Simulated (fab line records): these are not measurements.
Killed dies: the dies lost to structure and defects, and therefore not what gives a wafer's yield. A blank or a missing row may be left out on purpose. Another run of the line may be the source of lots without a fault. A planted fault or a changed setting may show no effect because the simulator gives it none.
Which of the tools did it? | flow n5 finfet | 30 wafers from 10 lots sampled at 6 of the route's 1938 steps

## WHAT EACH GAUGE READ, for each wafer
N5_BEOL_M2_THK_MEAS_53: measures by xrf.
lot  | measured     | on            | M2_THK (nm)
L909 | day 7 08:04  | film metro-02 | 43.0 41.9 41.0
L910 | day 7 11:03  | film metro-02 | 41.7 39.0 41.4
L911 | day 7 14:47  | film metro-02 | 40.3 39.5 38.4
L912 | day 7 23:51  | film metro-01 | 39.1 39.6 39.8
L923 | day 10 19:17 | film metro-01 | 42.5 41.8 41.7
L924 | day 10 23:26 | film metro-02 | 41.1 40.5 42.0
L925 | day 11 14:41 | film metro-01 | 41.7 41.0 42.2
L927 | day 11 21:52 | film metro-02 | 38.7 40.2 37.7
L926 | day 12 03:34 | film metro-02 | 41.1 41.3 42.0
L929 | day 12 15:05 | film metro-01 | 44.2 40.9 41.3

N5_BEOL_M3_THK_MEAS_01.
lot  | measured     | on            | M3_ILD_THK (nm)
L909 | day 7 08:41  | film metro-01 | 77.9 77.9 79.1
L910 | day 7 11:26  | film metro-02 | 77.1 79.7 79.0
L911 | day 7 15:11  | film metro-02 | 78.1 78.8 79.3
L912 | day 8 00:14  | film metro-01 | 77.0 78.3 78.8
L923 | day 10 19:44 | film metro-01 | 78.1 78.8 78.8
L924 | day 10 23:50 | film metro-01 | 128.5 78.2 130.9
L925 | day 11 15:07 | film metro-02 | 128.7 129.4 80.8
L927 | day 11 22:19 | film metro-01 | 80.2 79.6 80.6
L926 | day 12 03:59 | film metro-02 | 78.8 80.7 79.7
L929 | day 12 15:28 | film metro-02 | 79.6 77.6 80.0

N5_BEOL_M4_RC_MEAS_101.
lot  | measured     | on        | DIBL_N (mV/V)  | DIBL_P (mV/V)  | IOFF_N (nA/um) | IOFF_P (nA/um) | ION_N (uA/um) | ION_P (uA/um) | SS_N (mV/dec)  | SS_P (mV/dec)  | VT_N (mV)   | VT_P (mV)
L909 | day 8 05:29  | prober-01 | 33.7 35.4 35.9 | 35.2 37.1 37.6 | 0.14 0.16 0.18 | 0.21 0.23 0.23 | 667 674 682   | 469 473 473   | 70.5 71.1 71.9 | 72.9 73.2 74.0 | 252 250 248 | -250 -248 -250
L910 | day 8 07:13  | prober-02 | 36.6 39.1 39.0 | 37.7 41.7 41.1 | 0.20 0.27 0.27 | 0.26 0.34 0.34 | 688 713 696   | 468 482 476   | 72.1 71.7 72.7 | 73.4 74.9 74.9 | 243 240 240 | -246 -244 -243
L911 | day 8 10:10  | prober-02 | 35.5 34.1 36.4 | 34.9 33.8 35.9 | 0.14 0.12 0.17 | 0.19 0.18 0.21 | 667 673 689   | 464 467 467   | 70.9 70.8 71.2 | 73.4 72.8 72.6 | 251 250 247 | -251 -254 -250
L912 | day 8 20:38  | prober-01 | 39.8 39.8 41.5 | 40.7 39.1 41.8 | 0.25 0.22 0.28 | 0.32 0.28 0.36 | 705 680 688   | 485 468 478   | 72.4 71.3 72.1 | 74.7 74.4 74.7 | 240 246 243 | -245 -248 -243
L923 | day 11 13:39 | prober-02 | 34.7 32.8 34.0 | 33.5 31.6 32.5 | 0.11 0.10 0.11 | 0.16 0.13 0.15 | 652 648 664   | 449 441 447   | 70.9 70.4 70.9 | 72.8 72.4 72.4 | 255 258 254 | -254 -256 -256
L924 | day 12 13:15 | prober-02 | 35.4           | 35.1           | 0.16           | 0.21           | 677           | 468           | 71.6           | 73.0           | 249         | -249
L925 | day 12 17:44 | prober-02 | 32.2           | 30.7           | 0.09           | 0.13           | 648           | 446           | 70.4           | 72.3           | 258         | -258
L927 | day 12 20:08 | prober-02 | 36.3 35.5 34.4 | 37.8 35.8 34.4 | 0.16 0.14 0.12 | 0.21 0.19 0.16 | 675 671 667   | 458 461 454   | 70.9 70.7 71.0 | 73.4 73.3 73.1 | 251 252 253 | -251 -251 -254
L926 | day 12 23:57 | prober-01 | 35.2 37.4 36.4 | 34.0 36.2 34.2 | 0.13 0.18 0.15 | 0.18 0.22 0.19 | 668 685 661   | 460 467 455   | 71.4 71.3 70.8 | 72.7 72.8 73.1 | 250 245 249 | -253 -251 -252
L929 | day 13 15:37 | prober-02 | 37.0 34.4 37.7 | 36.1 33.8 37.8 | 0.16 0.12 0.18 | 0.21 0.17 0.24 | 668 666 678   | 459 457 459   | 71.3 71.0 71.8 | 72.9 71.9 73.3 | 251 255 247 | -250 -253 -249

## WHICH TOOL RAN EACH LOT (tool, then ch and the chambers of the sampled wafers, then the start)
lot  | N5_BEOL_M2_ANNEAL_87         | N5_BEOL_M2_ANNEAL_93         | N5_BEOL_M3_ILD_DEP_00
L909 | pvd sputter-02, day 7 06:01  | pvd sputter-02, day 7 06:40  | pecvd-02 ch 0,1,2, day 7 08:38
L910 | pvd sputter-03, day 7 09:14  | pvd sputter-03, day 7 09:54  | pecvd-03 ch 0,1, day 7 11:22
L911 | pvd sputter-02, day 7 12:43  | pvd sputter-02, day 7 13:22  | pecvd-02 ch 0,2, day 7 15:07
L912 | pvd sputter-03, day 7 21:08  | pvd sputter-03, day 7 22:42  | pecvd-03 ch 1,2, day 8 00:10
L923 | pvd sputter-02, day 10 17:29 | pvd sputter-02, day 10 18:08 | pecvd-02 ch 1,2, day 10 19:40
L924 | pvd sputter-01, day 10 21:30 | pvd sputter-01, day 10 22:10 | pecvd-03 ch 0,1,2, day 10 23:47
L925 | pvd sputter-02, day 11 07:35 | pvd sputter-02, day 11 13:26 | pecvd-03 ch 0,1,2, day 11 15:04
L927 | pvd sputter-03, day 11 20:03 | pvd sputter-03, day 11 20:43 | pecvd-04 ch 0,1,2, day 11 22:14
L926 | pvd sputter-02, day 12 01:46 | pvd sputter-02, day 12 02:25 | pecvd-04 ch 1, day 12 03:53
L929 | pvd sputter-01, day 12 13:16 | pvd sputter-01, day 12 13:56 | pecvd-04 ch 0,1,2, day 12 15:24
- N5_BEOL_M2_ANNEAL_87: time 240 s.
- N5_BEOL_M2_ANNEAL_93: time 240 s.
- N5_BEOL_M3_ILD_DEP_00: deposits SiOC from DEMS/O2, target thk 79 nm, time 15.3 s.

## WHAT THE TOOLS THEMSELVES READ (means of the sampled wafers that have a number; where no wafer has one, the mark that the record gives instead)
N5_BEOL_M2_ANNEAL_87.
lot  | tool           | heater power w (W) | susceptor temp C (C)
L909 | pvd sputter-02 | 840                | 400.15
L910 | pvd sputter-03 | 943                | 400.19
L911 | pvd sputter-02 | 814                | 399.80
L912 | pvd sputter-03 | 861                | 399.92
L923 | pvd sputter-02 | 823                | 400.02
L924 | pvd sputter-01 | 766                | 400.27
L925 | pvd sputter-02 | 842                | 400.17
L927 | pvd sputter-03 | 889                | 399.98
L926 | pvd sputter-02 | 796                | 400.07
L929 | pvd sputter-01 | 823                | 399.99

N5_BEOL_M2_ANNEAL_93.
lot  | tool           | heater power w (W) | susceptor temp C (C)
L909 | pvd sputter-02 | 856                | 400.05
L910 | pvd sputter-03 | 938                | 400.09
L911 | pvd sputter-02 | 827                | 400.08
L912 | pvd sputter-03 | 872                | 399.95
L923 | pvd sputter-02 | 819                | 400.13
L924 | pvd sputter-01 | 769                | 400.12
L925 | pvd sputter-02 | 852                | 399.87
L927 | pvd sputter-03 | 905                | 400.12
L926 | pvd sputter-02 | 793                | 399.86
L929 | pvd sputter-01 | 838                | 399.95

N5_BEOL_M3_ILD_DEP_00.
lot  | tool     | heater power w (W) | showerhead plenum p Torr (Torr) | susceptor temp C (C) | throttle valve pct (%)
L909 | pecvd-02 | 432                | 5.708                           | 350.08               | 11.8
L910 | pecvd-03 | 511                | 5.698                           | 350.14               | 12.5
L911 | pecvd-02 | 465                | 5.701                           | 349.91               | 11.6
L912 | pecvd-03 | 464                | 5.709                           | 349.91               | 12.4
L923 | pecvd-02 | 411                | 5.698                           | 349.86               | 12.0
L924 | pecvd-03 | 449                | 5.688                           | 349.92               | 12.2
L925 | pecvd-03 | 430                | 5.681                           | 350.12               | 12.3
L927 | pecvd-04 | 562                | 5.704                           | 349.90               | 11.8
L926 | pecvd-04 | 538                | 5.691                           | 349.90               | 12.6
L929 | pecvd-04 | 607                | 5.697                           | 349.92               | 11.7

## THE ANSWER, worked out from the rows above alone
Rule: what is usual is taken from the lots themselves. The widest of any qualifying gaps counts: lots, ordered by their means at a reading, are off when they make up no more than a third of the lots, leave a main group of 4 or more, and stand apart from it by 3 or more times the standard deviation of that group's means. A main group whose means are all the same, to the digits that the tables above print for the reading, isn't used. Also off: a lot with no number at a reading for which 4 or more lots have one. Where the step has rows for the other lots, those lots are counted as sound. After the gauges, taken in route order, come the tools' own readings; for these a lot's mean is taken, as printed above. At the first step where some lot is off, the reading lying furthest off is the one used; lots without a number count as furthest.
Off: L924, L925, at N5_BEOL_M3_THK_MEAS_01 (M3_ILD_THK). Main group: mean 78.9 nm, sd 0.67.
A tool fits if, at a process step before that reading, it ran every lot that is off, and no sound lot after the first of them. The gauges at N5_BEOL_M3_THK_MEAS_01 are tried like those tools. One candidate fits, namely pecvd-03 at N5_BEOL_M3_ILD_DEP_00. A fault onset in the window from L912 (day 8 00:10, its last sound lot) to L924 (day 10 23:47, its first lot off) fits.

## WHAT HAD BEEN PUT IN BY THE SIMULATOR
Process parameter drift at N5_BEOL_M3_ILD_DEP_00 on pecvd-03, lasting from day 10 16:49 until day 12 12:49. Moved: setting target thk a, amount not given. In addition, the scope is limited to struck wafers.
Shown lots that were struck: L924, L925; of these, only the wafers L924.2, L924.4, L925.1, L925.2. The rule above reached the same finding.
